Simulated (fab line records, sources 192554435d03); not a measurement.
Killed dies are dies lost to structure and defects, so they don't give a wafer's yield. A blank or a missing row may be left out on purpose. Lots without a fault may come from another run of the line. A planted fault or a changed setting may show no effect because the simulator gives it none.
fab line records | flow n5_finfet
record lots=7 wafers=21
route steps=1938 shown BEOL_M12@1608 BEOL_M13@1685 BEOL_M14@1716 MIM_TOP@1838
start_h: hours from the record's first day to the start of the lot's first wafer shown | wait_h: hours since the lot's step before | " the same as in the row above | L1.1+2: a row that stands for several wafers | - no value, or no start given | * or withheld: withheld | < > ~ a bound
route shown NAME@n: a module of which the file shows steps, and the number in the route of the first | usual: mean/standard deviation of fault-free wafers | same: alike in all rows | chamber/n: place in a boat | sites: the reading at each site | _std_site: their standard deviation | _edge_site: outer sites' mean less inner sites' | radius_mm: how far each site lies from the wafer's centre | mask NAME#n: copy n | behind: the tool/chamber that last shaped the wafer | hold: why the lot was held/for how many hours/how that ended | device: the transistor (n, p or np) that didn't switch | end of line: the same wafers' tests at the end of the route | a step without rows: its recipe alone | killed: dies lost to structure and defects at the first sort, not the wafer's yield | map: a wafer's dies, x killed, . not, _ none there
set.NAME: the setting as run; set.NAME@STEP: as run at that earlier step | model.NAME: the simulator's own value behind a step, which no gauge read
lots whose settings were changed on purpose; a table a step, a row a wafer
## steps
# step N5_BEOL_M12_EXPOSE_07
# recipe mask_id=V11 na=0.93 source_shape=conventional sigma_outer=0.6 polarization=unpolarized attpsm_phase_deg=180 dose_mj=32.5
# columns lot.wafer tool chamber start_h wait_h mask set.dose_mj
L076.2+4+5 krf_scanner-01 0 256.73 - V11#0 32.5
L079.1+2+4 krf_scanner-02 0 277.18 - V11#0 32.5
L083.3+4+5 krf_scanner-02 0 294.54 - V11#0 32.5
L088.1 krf_scanner-02 0 329.47 - V11#0 32.5
L088.4+5 " 0 " " V11#0 34.19
L089.1+4 krf_scanner-01 0 330.09 - V11#0 33.58
L089.2 " 0 " " V11#0 32.5
L090.1+2 krf_scanner-02 0 334.86 - V11#0 32.5
L090.5 " 0 " " V11#0 33.64
L092.1+3+4 krf_scanner-01 0 354.28 - V11#0 32.5
# step N5_BEOL_M12_PEB_08
# recipe peb_temp_c=130 peb_time_s=90
# step N5_BEOL_M12_DEVELOP_09
# recipe develop_time_s=45 rinse_liquid=diw dry=air_spin dev_temp_c=21
# step N5_BEOL_M12_HARDBAKE_14
# recipe temp_c=130 time_s=120
# step N5_BEOL_M12_CD_MEAS_10
# recipe target_cd_nm=140 landing_energy_ev=500 detector=se_inlens polarity=opening
# usual cd_nm=139.8/1.5
# columns lot.wafer tool chamber start_h wait_h set.dose_mj@BEOL_M12_EXPOSE_07 cd_nm
L076.2 cd_sem-01 0 256.89 - 32.5 137.5
L076.4 " 0 " " 32.5 138.8
L076.5 " 0 " " 32.5 139.4
L079.1 cd_sem-01 0 277.35 - 32.5 138.7
L079.2 " 0 " " 32.5 141.5
L079.4 " 0 " " 32.5 140.2
L083.3 cd_sem-03 0 294.70 - 32.5 138.5
L083.4 " 0 " " 32.5 138.8
L083.5 " 0 " " 32.5 137.9
L088.1 cd_sem-03 0 329.64 - 32.5 138.8
L088.4 " 0 " " 34.19 145.0
L088.5 " 0 " " 34.19 144.9
L089.1 cd_sem-03 0 330.26 - 33.58 142.3
L089.2 " 0 " " 32.5 139.0
L089.4 " 0 " " 33.58 142.2
L090.1 cd_sem-02 0 335.03 - 32.5 140.0
L090.2 " 0 " " 32.5 138.2
L090.5 " 0 " " 33.64 143.0
L092.1 cd_sem-02 0 354.45 - 32.5 139.2
L092.3 " 0 " " 32.5 138.5
L092.4 " 0 " " 32.5 139.7
# step N5_BEOL_M13_EXPOSE_25
# recipe mask_id=M13 na=0.93 source_shape=conventional sigma_outer=0.4 polarization=unpolarized target_cd_nm=210 dose_mj=22
# columns lot.wafer tool chamber start_h wait_h mask set.dose_mj
L076.2+4+5 krf_scanner-01 0 263.72 - M13#0 22
L079.1 krf_scanner-02 0 285.89 - M13#0 23.3
L079.2+4 " 0 " " M13#0 22
L083.3 krf_scanner-01 0 300.37 - M13#0 22
L083.4+5 " 0 " " M13#0 23.11
L088.1+4+5 krf_scanner-01 0 336.63 - M13#0 20.42
L089.1+2+4 krf_scanner-02 0 337.35 - M13#0 22
L090.1+2 krf_scanner-01 0 342.99 - M13#0 22
L090.5 " 0 " " M13#0 22.77
L092.1 krf_scanner-01 0 360.63 - M13#0 22
L092.3+4 " 0 " " M13#0 23.56
# step N5_BEOL_M13_PEB_26
# recipe peb_temp_c=130 peb_time_s=90
# step N5_BEOL_M13_DEVELOP_27
# recipe develop_time_s=45 rinse_liquid=diw dry=air_spin dev_temp_c=21
# step N5_BEOL_M13_HARDBAKE_32
# recipe temp_c=130 time_s=120
# step N5_BEOL_M13_CD_MEAS_28
# recipe target_cd_nm=209.5 landing_energy_ev=500 detector=se_inlens
# usual cd_nm=209.3/0.82
# columns lot.wafer tool chamber start_h wait_h set.dose_mj@BEOL_M13_EXPOSE_25 cd_nm
L076.2 cd_sem-01 0 263.89 - 22 209.7
L076.4 " 0 " " 22 209.8
L076.5 " 0 " " 22 209.4
L079.1 cd_sem-03 0 286.06 - 23.3 214.5
L079.2 " 0 " " 22 209.9
L079.4 " 0 " " 22 208.6
L083.3 cd_sem-02 0 300.53 - 22 210.1
L083.4 " 0 " " 23.11 214.4
L083.5 " 0 " " 23.11 215.6
L088.1 cd_sem-02 0 336.80 - 20.42 202.2
L088.4 " 0 " " 20.42 201.2
L088.5 " 0 " " 20.42 201.7
L089.1 cd_sem-02 0 337.52 - 22 208.9
L089.2 " 0 " " 22 208.2
L089.4 " 0 " " 22 208.4
L090.1 cd_sem-02 0 343.16 - 22 209.0
L090.2 " 0 " " 22 208.9
L090.5 " 0 " " 22.77 212.3
L092.1 cd_sem-01 0 360.80 - 22 209.1
L092.3 " 0 " " 23.56 216.5
L092.4 " 0 " " 23.56 216.9
# step N5_BEOL_M13_DESCUM_33
# recipe chemistry=O2 time_s=7.9 source_power_w=50 bias_power_w=20 pressure_mtorr=20 rf_frequency_hz=2.712e+07 temp_c=40 o2_flow_sccm=225
# columns lot.wafer tool chamber start_h wait_h set.dose_mj@BEOL_M13_EXPOSE_25 model.BEOL_M13.cd_nm
L076.2+4 rie_diel-04 3,0 263.98 0.0 22 210
L076.5 " 2 " " 22 209.8
L079.1 rie_diel-06 2 286.15 0.0 23.3 214.4
L079.2 " 0 " " 22 210.2
L079.4 " 1 " " 22 208.8
L083.3 rie_diel-06 2 300.62 0.0 22 210.6
L083.4 " 3 " " 23.11 214.4
L083.5 " 2 " " 23.11 215.8
L088.1+5 rie_diel-03 0,3 336.93 0.1 20.42 201.8
L088.4 " 1 " " 20.42 201.4
L089.1 rie_diel-06 1 337.61 0.0 22 209
L089.2+4 " 0,2 " " 22 208.2
L090.1 rie_diel-06 2 343.33 0.1 22 208.8
L090.2 " 0 " " 22 208.6
L090.5 " 2 " " 22.77 212.6
L092.1 rie_diel-06 0 360.89 0.0 22 209.2
L092.3 " 2 " " 23.56 216.4
L092.4 " 2 " " 23.56 216.8
# step N5_BEOL_M13_ETCH_67
# recipe chemistry=CF4 target=SiARC target_depth_a=1430 time_s=238.3 ion_energy_ev=80 pressure_mtorr=40 source_w=545 bias_w=36 Ar_flow_sccm=100 cf4_flow_sccm=100 ends=cleared
# columns lot.wafer tool chamber start_h wait_h set.dose_mj@BEOL_M13_EXPOSE_25 model.BEOL_M13.cd_nm
L076.2 rie_diel-04 3 264.01 0.0 22 210.6
L076.4 " 0 " " 22 209.8
L076.5 " 2 " " 22 210
L079.1 rie_diel-06 2 286.18 0.0 23.3 215
L079.2 " 0 " " 22 210.4
L079.4 " 1 " " 22 209.4
L083.3 rie_diel-06 2 300.65 0.0 22 211
L083.4 " 3 " " 23.11 215.4
L083.5 " 2 " " 23.11 216.4
L088.1 rie_diel-03 0 336.96 0.0 20.42 202
L088.4 " 1 " " 20.42 201.8
L088.5 " 3 " " 20.42 202.2
L089.1 rie_diel-06 1 337.64 0.0 22 210.4
L089.2 " 0 " " 22 209.4
L089.4 " 2 " " 22 209.2
L090.1+2 rie_diel-06 2,0 343.37 0.0 22 209
L090.5 " 2 " " 22.77 213
L092.1 rie_diel-06 0 360.93 0.0 22 210
L092.3 " 2 " " 23.56 217.4
L092.4 " 2 " " 23.56 217.6
# step N5_BEOL_M13_ETCH_68
# recipe chemistry=N2/H2 target=SOC mask_material=SiARC source_w=3000 bias_w=350 temp_c=40 time_s=355 ion_energy_ev=200 pressure_mtorr=30 n2_flow_sccm=200 h2_flow_sccm=200
# columns lot.wafer tool chamber start_h wait_h set.dose_mj@BEOL_M13_EXPOSE_25 model.BEOL_M13.cd_nm
L076.2 rie_diel-04 3 264.16 0.1 22 211.6
L076.4 " 0 " " 22 210.2
L076.5 " 2 " " 22 210
L079.1 rie_diel-06 2 286.33 0.1 23.3 216.2
L079.2 " 0 " " 22 212.2
L079.4 " 1 " " 22 210.8
L083.3 rie_diel-06 2 300.80 0.1 22 212.4
L083.4 " 3 " " 23.11 215
L083.5 " 2 " " 23.11 217.6
L088.1 rie_diel-03 0 337.11 0.1 20.42 201.4
L088.4 " 1 " " 20.42 202.2
L088.5 " 3 " " 20.42 201.6
L089.1 rie_diel-06 1 337.79 0.1 22 210.6
L089.2 " 0 " " 22 210.2
L089.4 " 2 " " 22 208.4
L090.1 rie_diel-06 2 343.52 0.1 22 209.6
L090.2 " 0 " " 22 210.4
L090.5 " 2 " " 22.77 212.8
L092.1 rie_diel-06 0 361.07 0.1 22 209.8
L092.3 " 2 " " 23.56 216.8
L092.4 " 2 " " 23.56 217.6
# step N5_BEOL_M13_STRIP_69
# recipe chemistry=N2/H2 temp_c=40 n2_flow_sccm=200 h2_flow_sccm=200 rf_frequency_hz=6e+07
# step N5_BEOL_M13_TRENCH_ETCH_34
# recipe chemistry=C4F8/O2/Ar target=SiOC target_depth_a=4134.7 mask_material=SOC pressure_mtorr=30 source_w=3000 bias_w=700 Ar_flow_sccm=400 C4F8_flow_sccm=15 O2_flow_sccm=8 he_inner_torr=15 he_outer_torr=30 time_s=162.6 ion_energy_ev=250
# columns lot.wafer tool chamber start_h wait_h set.dose_mj@BEOL_M13_EXPOSE_25 model.BEOL_M13.cd_nm
L076.2 rie_diel-04 3 264.38 0.0 22 211.4
L076.4+5 " 0,2 " " 22 210.2
L079.1 rie_diel-06 2 286.55 0.0 23.3 216.4
L079.2 " 0 " " 22 212.4
L079.4 " 1 " " 22 210.8
L083.3 rie_diel-06 2 301.02 0.0 22 212.2
L083.4 " 3 " " 23.11 215
L083.5 " 2 " " 23.11 217.4
L088.1+5 rie_diel-03 0,3 337.33 0.0 20.42 201.6
L088.4 " 1 " " 20.42 202.4
L089.1 rie_diel-06 1 338.01 0.0 22 210.6
L089.2 " 0 " " 22 210
L089.4 " 2 " " 22 208.2
L090.1 rie_diel-06 2 343.74 0.0 22 209.4
L090.2 " 0 " " 22 210.4
L090.5 " 2 " " 22.77 212.8
L092.1 rie_diel-06 0 361.30 0.0 22 209.8
L092.3 " 2 " " 23.56 216.6
L092.4 " 2 " " 23.56 217.6
# step N5_BEOL_M14_ILD_DEP_00
# recipe material=SiO2 target_thk_a=11193 temp_c=400 precursor=TEOS/O2 pressure_torr=6.5 rf_w=900 teos_flow_sccm=161.4 gas=O2 flow_sccm=2650 time_s=237.4
# columns lot.wafer tool chamber start_h wait_h set.time_s model.SiO2_of_BEOL_M14_ILD_DEP_00.thk_nm
L076.2 pecvd-04 0 267.23 0.0 237.4 1106
L076.4 " 2 " " 237.4 1118
L076.5 " 2 " " 237.4 1122
L079.1 pecvd-02 2 289.88 0.0 269.6 1265
L079.2 " 0 " " 237.4 1107
L079.4 " 0 " " 237.4 1128
L083.3 pecvd-01 1 303.66 0.0 237.4 1092
L083.4 " 2 " " 237.4 1110
L083.5 " 0 " " 237.4 1104
L088.1 pecvd-02 1 340.55 0.0 207.9 993.4
L088.4 " 1 " " 237.4 1131
L088.5 " 2 " " 207.9 1004
L089.1 pecvd-02 2 342.84 0.0 221 1041
L089.2 " 1 " " 221 1048
L089.4 " 0 " " 237.4 1134
L090.1 pecvd-01 0 345.62 0.0 254.8 1178
L090.2 " 2 " " 237.4 1114
L090.5 " 0 " " 237.4 1122
L092.1 pecvd-04 2 363.09 0.0 237.4 1109
L092.3 " 1 " " 237.4 1108
L092.4 " 0 " " 237.4 1127
# step N5_BEOL_M14_THK_MEAS_01
# recipe reads=SiO2_of_BEOL_M14_ILD_DEP_00
# usual M14_ILD_THK=1117/14
# columns lot.wafer tool chamber start_h wait_h set.time_s@BEOL_M14_ILD_DEP_00 M14_ILD_THK[nm]
L076.2 film_metro-02 - 267.50 0.2 237.4 1105
L076.4 " - " " 237.4 1118
L076.5 " - " " 237.4 1123
L079.1 film_metro-02 - 290.07 0.1 269.6 1265
L079.2 " - " " 237.4 1107
L079.4 " - " " 237.4 1128
L083.3 film_metro-01 - 303.85 0.1 237.4 1092
L083.4 " - " " 237.4 1110
L083.5 " - " " 237.4 1104
L088.1 film_metro-02 - 340.74 0.1 207.9 993
L088.4 " - " " 237.4 1131
L088.5 " - " " 207.9 1004
L089.1 film_metro-01 - 343.04 0.1 221 1041
L089.2 " - " " 221 1049
L089.4 " - " " 237.4 1134
L090.1 film_metro-01 - 345.81 0.1 254.8 1177
L090.2 " - " " 237.4 1114
L090.5 " - " " 237.4 1122
L092.1 film_metro-02 - 363.28 0.1 237.4 1109
L092.3 " - " " 237.4 1107
L092.4 " - " " 237.4 1127
# step N5_BEOL_M14_EXPOSE_07
# recipe mask_id=V13 na=0.8 source_shape=annular sigma_inner=0.5 sigma_outer=0.8 polarization=unpolarized attpsm_phase_deg=180 dose_mj=57
# columns lot.wafer tool chamber start_h wait_h mask set.dose_mj
L076.2+4+5 krf_scanner-01 0 267.64 - V13#0 57
L079.1+2 krf_scanner-01 0 290.20 - V13#0 58.68
L079.4 " 0 " " V13#0 57
L083.3+4+5 krf_scanner-02 0 304.11 - V13#0 57
L088.1 krf_scanner-01 0 340.87 - V13#0 53.24
L088.4+5 " 0 " " V13#0 57
L089.1+2+4 krf_scanner-02 0 343.29 - V13#0 57
L090.1+2+5 krf_scanner-02 0 345.94 - V13#0 57
L092.1+3+4 krf_scanner-01 0 363.41 - V13#0 57
# step N5_BEOL_M14_PEB_08
# recipe peb_temp_c=130 peb_time_s=90
# step N5_BEOL_M14_DEVELOP_09
# recipe develop_time_s=45 rinse_liquid=diw dry=air_spin dev_temp_c=21
# step N5_BEOL_M14_HARDBAKE_14
# recipe temp_c=130 time_s=120
# step N5_BEOL_M14_CD_MEAS_10
# recipe target_cd_nm=250 landing_energy_ev=500 detector=se_inlens polarity=opening
# usual cd_nm=249.8/1.2
# columns lot.wafer tool chamber start_h wait_h set.dose_mj@BEOL_M14_EXPOSE_07 cd_nm
L076.2 cd_sem-01 0 267.81 - 57 250.6
L076.4 " 0 " " 57 250.2
L076.5 " 0 " " 57 250.8
L079.1 cd_sem-02 0 290.37 - 58.68 253.4
L079.2 " 0 " " 58.68 253.4
L079.4 " 0 " " 57 250.2
L083.3 cd_sem-02 0 304.28 - 57 250.2
L083.4 " 0 " " 57 250.9
L083.5 " 0 " " 57 251.3
L088.1 cd_sem-01 0 341.05 - 53.24 239.3
L088.4 " 0 " " 57 250.4
L088.5 " 0 " " 57 249.1
L089.1 cd_sem-01 0 343.47 - 57 247.4
L089.2 " 0 " " 57 249.6
L089.4 " 0 " " 57 248.8
L090.1 cd_sem-01 0 346.11 - 57 249.3
L090.2 " 0 " " 57 251.3
L090.5 " 0 " " 57 250.6
L092.1 cd_sem-01 0 363.59 - 57 251.9
L092.3 " 0 " " 57 251.6
L092.4 " 0 " " 57 249.7
# step N5_BEOL_M14_DESCUM_15
# recipe chemistry=O2 time_s=7.9 source_power_w=50 bias_power_w=20 pressure_mtorr=20 rf_frequency_hz=2.712e+07 temp_c=40 o2_flow_sccm=225
# step N5_BEOL_M14_ETCH_59
# recipe chemistry=N2/H2 target=BARC target_depth_a=890 overetch_a=267 time_s=67.9 ion_energy_ev=200 pressure_mtorr=30 source_w=840 bias_w=150 n2_flow_sccm=200 h2_flow_sccm=200
# step N5_BEOL_M14_VIA_ETCH_16
# recipe chemistry=C4F8/O2/Ar target=SiO2 he_inner_torr=15 he_outer_torr=30 target_depth_a=12313 time_s=withheld ion_energy_ev=800 pressure_mtorr=20 source_w=1905 bias_w=2040 Ar_flow_sccm=400 C4F8_flow_sccm=16 O2_flow_sccm=12 ends=cleared
# columns lot.wafer tool chamber start_h wait_h set.time_s@BEOL_M14_ILD_DEP_00 model.etch.depth_nm model.coat_of_BEOL_M14_COAT_04.thk_nm
L076.2 rie_diel-01 0 267.98 0.0 * 1106 458.2
L076.4 " 2 " " * 1118 457
L076.5 " 0 " " * 1122 457.2
L079.1 rie_diel-05 1 290.55 0.0 * 1265 417.4
L079.2 " 3 " " * 1107 459
L079.4 " 0 " " * 1128 451.6
L083.3 rie_diel-02 3 304.46 0.0 * 1092 460
L083.4 " 1 " " * 1110 458.6
L083.5 " 2 " " * 1104 451
L088.1 rie_diel-02 1 341.39 0.0 * 993.5 480.2
L088.4 " 0 " " * 1131 447.2
L088.5 " 0 " " * 1004 476
L089.1 rie_diel-02 0 343.72 0.0 * 1041 469
L089.2 " 3 " " * 1048 468.8
L089.4 " 1 " " * 1134 450.6
L090.1 rie_diel-05 3 346.29 0.0 * 1178 447.6
L090.2 " 0 " " * 1114 458.2
L090.5 " 1 " " * 1122 461
L092.1 rie_diel-05 3 363.76 0.0 * 1109 459.6
L092.3 " 2 " " * 1108 462.2
L092.4 " 1 " " * 1127 453.6
# step N5_BEOL_M14_STRIP_63
# recipe chemistry=O2 power_w=600 temp_c=60 pressure_mtorr=30 rf_frequency_hz=6e+07 bias_power_w=0 overash_fraction=0.3 o2_flow_sccm=225
# step N5_BEOL_M14_STRIP_64
# recipe chemistry=O2 power_w=600 temp_c=60 pressure_mtorr=30 rf_frequency_hz=6e+07 bias_power_w=0 overash_fraction=0.3 o2_flow_sccm=225
# step N5_BEOL_M14_STRIP_71
# recipe chemistry=post_etch_residue_remover time_s=60 temp_c=25 remover_ph=withheld remover_water_wt_pct=withheld remover_fluoride_wt_pct=withheld
# step N5_BEOL_M14_SRD_72
# recipe time_s=30 temp_c=23 rinse_liquid=diw dry=n2_spin spin_rpm=1500 dry_time_s=30
# step N5_BEOL_M14_CD_MEAS_17
# recipe target_cd_nm=250 polarity=opening
# usual cd_nm=250.9/1.5
# columns lot.wafer tool chamber start_h wait_h set.dose_mj@BEOL_M14_EXPOSE_07 cd_nm
L076.2 cd_sem-01 - 268.33 0.0 57 251.1
L076.4 " - " " 57 251.1
L076.5 " - " " 57 251.8
L079.1 cd_sem-01 - 290.90 0.0 58.68 254.1
L079.2 " - " " 58.68 253.8
L079.4 " - " " 57 251.8
L083.3 cd_sem-02 - 304.83 0.0 57 252.8
L083.4 " - " " 57 252.6
L083.5 " - " " 57 253.1
L088.1 cd_sem-01 - 341.74 0.0 53.24 239.2
L088.4 " - " " 57 251.5
L088.5 " - " " 57 249.4
L089.1 cd_sem-01 - 344.07 0.0 57 248.4
L089.2 " - " " 57 249.9
L089.4 " - " " 57 250.2
L090.1 cd_sem-02 - 346.64 0.0 57 249.5
L090.2 " - " " 57 252.4
L090.5 " - " " 57 250.6
L092.1 cd_sem-03 - 364.11 0.0 57 251.5
L092.3 " - " " 57 251.6
L092.4 " - " " 57 249.4
# step N5_BEOL_M14_DEP_53
# recipe material=SiCN target_thk_a=500 temp_c=withheld precursor=3MS/NH3 pressure_torr=3 rf_w=675 time_s=17.8
# columns lot.wafer tool chamber start_h wait_h set.time_s model.SiCN_of_BEOL_M14_DEP_53.thk_nm
L076.2 pecvd-02 1 276.52 0.0 17.8 50.2
L076.4 " 2 " " 17.8 50.4
L076.5 " 1 " " 17.8 50.8
L079.1 pecvd-02 0 294.89 0.0 17.8 49.4
L079.2 " 1 " " 17.8 48.8
L079.4 " 2 " " 17.8 49.8
L083.3 pecvd-02 1 309.36 0.0 17.8 50
L083.4+5 " 1,2 " " 17.8 50.4
L088.1 pecvd-02 0 344.93 0.0 19.21 53
L088.4 " 0 " " 19.21 54
L088.5 " 1 " " 17.8 50
L089.1 pecvd-04 1 348.23 0.0 17.8 49.2
L089.2 " 0 " " 20.43 56.4
L089.4 " 2 " " 20.43 57
L090.1 pecvd-04 1 349.98 0.0 17.8 49.8
L090.2 " 2 " " 17.8 49.6
L090.5 " 2 " " 20.21 57
L092.1 pecvd-02 0 367.01 0.0 16.19 44.6
L092.3 " 1 " " 16.19 45
L092.4 " 1 " " 17.8 50.4
# step N5_MIM_TOP_SPUTTER_03
# recipe material=TiN target_thk_a=350 temp_c=200 power_w=3000 chamber_pressure_pa=0.49996 gas=Ar reactive_partial_pa=0.37997 time_s=89.7
# columns lot.wafer tool chamber start_h wait_h set.time_s model.TiN_of_MIM_TOP_SPUTTER_03.thk_nm
L076.2 pvd_sputter-03 - 287.28 0.0 89.7 34.8
L076.4+5 " - " " 89.7 34.6
L079.1+4 pvd_sputter-01 - 303.37 0.0 89.7 34.8
L079.2 " - " " 96.32 37.4
L083.3 pvd_sputter-03 - 317.64 0.0 76.32 29.8
L083.4 " - " " 89.7 35.2
L083.5 " - " " 76.32 29.6
L088.1 pvd_sputter-03 - 352.87 0.0 89.7 35.2
L088.4+5 " - " " 89.7 35
L089.1 pvd_sputter-03 - 357.52 0.0 89.7 34.4
L089.2+4 " - " " 89.7 34.6
L090.1+2+5 pvd_sputter-01 - 360.45 0.0 81.4 32.4
L092.1+3+4 pvd_sputter-03 - 376.58 0.0 89.7 35.2
## key
split step=N5_BEOL_M12_EXPOSE_07 setting=dose_mj stated=32.5 by=wafer
response step=N5_BEOL_M12_CD_MEAS_10 reading=cd_nm change=+1.11 per=1% r=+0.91
split step=N5_BEOL_M13_EXPOSE_25 setting=dose_mj stated=22 by=wafer
response step=N5_BEOL_M13_CD_MEAS_28 reading=cd_nm change=+0.987 per=1% r=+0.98
response step=N5_BEOL_M13_DESCUM_33 reading=model.BEOL_M13.cd_nm change=+0.958 per=1% r=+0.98
response step=N5_BEOL_M13_ETCH_67 reading=model.BEOL_M13.cd_nm change=+0.993 per=1% r=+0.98
response step=N5_BEOL_M13_ETCH_68 reading=model.BEOL_M13.cd_nm change=+0.893 per=1% r=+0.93
response step=N5_BEOL_M13_TRENCH_ETCH_34 reading=model.BEOL_M13.cd_nm change=+0.899 per=1% r=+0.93
split step=N5_BEOL_M14_ILD_DEP_00 setting=time_s stated=237.4 by=wafer
response step=N5_BEOL_M14_ILD_DEP_00 reading=model.SiO2_of_BEOL_M14_ILD_DEP_00.thk_nm change=+10.7 per=1% r=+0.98
response step=N5_BEOL_M14_THK_MEAS_01 reading=M14_ILD_THK change=+10.7 per=1% r=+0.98
response step=N5_BEOL_M14_VIA_ETCH_16 reading=model.etch.depth_nm change=+10.7 per=1% r=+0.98
response step=N5_BEOL_M14_VIA_ETCH_16 reading=model.coat_of_BEOL_M14_COAT_04.thk_nm change=-2.53 per=1% r=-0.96
split step=N5_BEOL_M14_EXPOSE_07 setting=dose_mj stated=57 by=wafer
response step=N5_BEOL_M14_CD_MEAS_10 reading=cd_nm change=+1.5 per=1% r=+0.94
response step=N5_BEOL_M14_CD_MEAS_17 reading=cd_nm change=+1.55 per=1% r=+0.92
split step=N5_BEOL_M14_DEP_53 setting=time_s stated=17.8 by=wafer
response step=N5_BEOL_M14_DEP_53 reading=model.SiCN_of_BEOL_M14_DEP_53.thk_nm change=+0.527 per=1% r=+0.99
split step=N5_MIM_TOP_SPUTTER_03 setting=time_s stated=89.7 by=wafer
response step=N5_MIM_TOP_SPUTTER_03 reading=model.TiN_of_MIM_TOP_SPUTTER_03.thk_nm change=+0.365 per=1% r=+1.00
